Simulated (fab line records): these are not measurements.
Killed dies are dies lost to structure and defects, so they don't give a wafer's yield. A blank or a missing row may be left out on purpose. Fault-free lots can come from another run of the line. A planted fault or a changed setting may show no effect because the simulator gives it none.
Struck lot and sound lot, side by side || flow nand-harc || 15 out of 1302 route steps
Sound: these wafers, L107.1, L107.3, L107.6. Struck: wafer L122.1. The cause comes at the end.
Order at every step that has rows: each side's tool, ch and its chambers, its first start. Under that, the readings that differ: sound wafers || struck wafers || difference of the means || sigmas: that difference in standard deviations of wafers without a fault.
alike: a reading whose means differ by less than 2 such deviations, as well as words and numbers matching on both sides. not compared: withheld readings; readings where some wafer has no value; bounds like >300 that might hide an equal value; numbers whose values overlap and for which the record gives no deviation.
A row with sigmas, a row that says differs or no value, or rows on one side alone: a step with any of these is where the two part. Numbers that have no deviation but don't overlap get no sigmas and don't part them. A reading that every wafer of one side lacks parts them only if that side has two wafers or more.

NHARC_A_DECK1_JOINT_ETCHBACK_07: etches the open film in HBr, target depth 105 nm, time 26.9 s.
  sound on rie-si-02 ch 0,1,3, day 12 04:29; struck on rie-si-06 ch 2, day 18 12:35
  alike: drypump-motor-current-A, oes-product-au, run-length-s, throttle-valve-pct
  not compared: rf-hours-counter-h
then, 8 steps without rows for these wafers: NHARC_A_DECK1_JOINT_ETCH_25 (etches SiO2 in dHF, target depth 0.5 nm); NHARC_A_DECK1_JOINT_ETCH_19 (etches poly-Si in TMAH, target depth 3 nm); NHARC_A_DECK1_JOINT_ETCH_18 (etches SiO2 in dHF, target depth 3 nm); NHARC_A_DECK1_JOINT_WET_08 (chemistry H3PO4, time 86 s); NHARC_A_DECK1_JOINT_ETCH_09 (etches SiO2 in dHF, target depth 5 nm); NHARC_A_DECK1_JOINT_WET_10 (chemistry H3PO4, time 86 s); NHARC_A_DECK1_JOINT_ETCH_11 (etches SiO2 in dHF, target depth 35 nm); NHARC_A_DECK1_JOINT_CVD_12 (deposits poly-Si, target thk 90 nm, time 1800 s).
NHARC_A_DECK1_JOINT_CMP_13: polishes, target thk 51.023 nm.
  sound on cmp-02 ch 0,2,3, day 12 14:34; struck on cmp-04 ch 2, day 19 03:33
  alike: edge-zone-pressure-frac, motor-current-A, slurry-flow-ml-min, time-to-endpoint-s
NHARC_A_DECK1_JOINT_THK_MEAS_14: measures by ellipsometry.
  sound: film-metro-02 at day 12 14:49; struck: film-metro-02 at day 19 03:47
  alike: thk-nm
after that, 1 step had no rows for these wafers: NHARC_A_DECK1_JOINT_SRD_04.
NHARC_A_DECK1_JOINT_ETCHBACK_00: etches the open film in HBr, target depth 30 nm, time 17.4 s.
  sound on rie-si-06 ch 0,3, day 12 14:58; struck on rie-si-05 ch 3, day 19 03:56
{"reading": "oes-product-au (a.u.)", "sound": "0.983 0.985 0.992", "struck": 1.019, "difference": "+0.032", "sigmas": "+2"}
{"reading": "run-length-s (s)", "sound": "39.5 38.2 38.1", "struck": 42.1, "difference": "+3.5", "sigmas": "+9"}
  alike: drypump-motor-current-A, throttle-valve-pct
  not compared: rf-hours-counter-h
then, 1 step without rows for these wafers: NHARC_A_DECK1_JOINT_PRECLEAN_30 (cleans in SC1).
-- the record jumps here: 13 days lie between the struck wafers' starts before and after (it left off in module A_DECK1_JOINT and takes up again in module END, whose first step shown is number 1302 of the route) --
NHARC_END_SORT_01:
  sound on prober-01 ch 0, day 26 11:44; struck on prober-02 ch 0, day 31 18:24
  alike: killed-at-array, killed-at-other, killed-at-periphery, killed-dies, killed-open, killed-short

## WHERE THEY PART
Within this record, at NHARC_A_DECK1_JOINT_ETCHBACK_00 only. Later steps at which nothing parts them and some readings are alike: NHARC_END_SORT_01.

WHY: what had been put in by the simulator
rie-si-05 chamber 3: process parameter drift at NHARC_A_DECK1_JOINT_ETCHBACK_00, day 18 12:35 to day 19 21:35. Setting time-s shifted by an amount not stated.
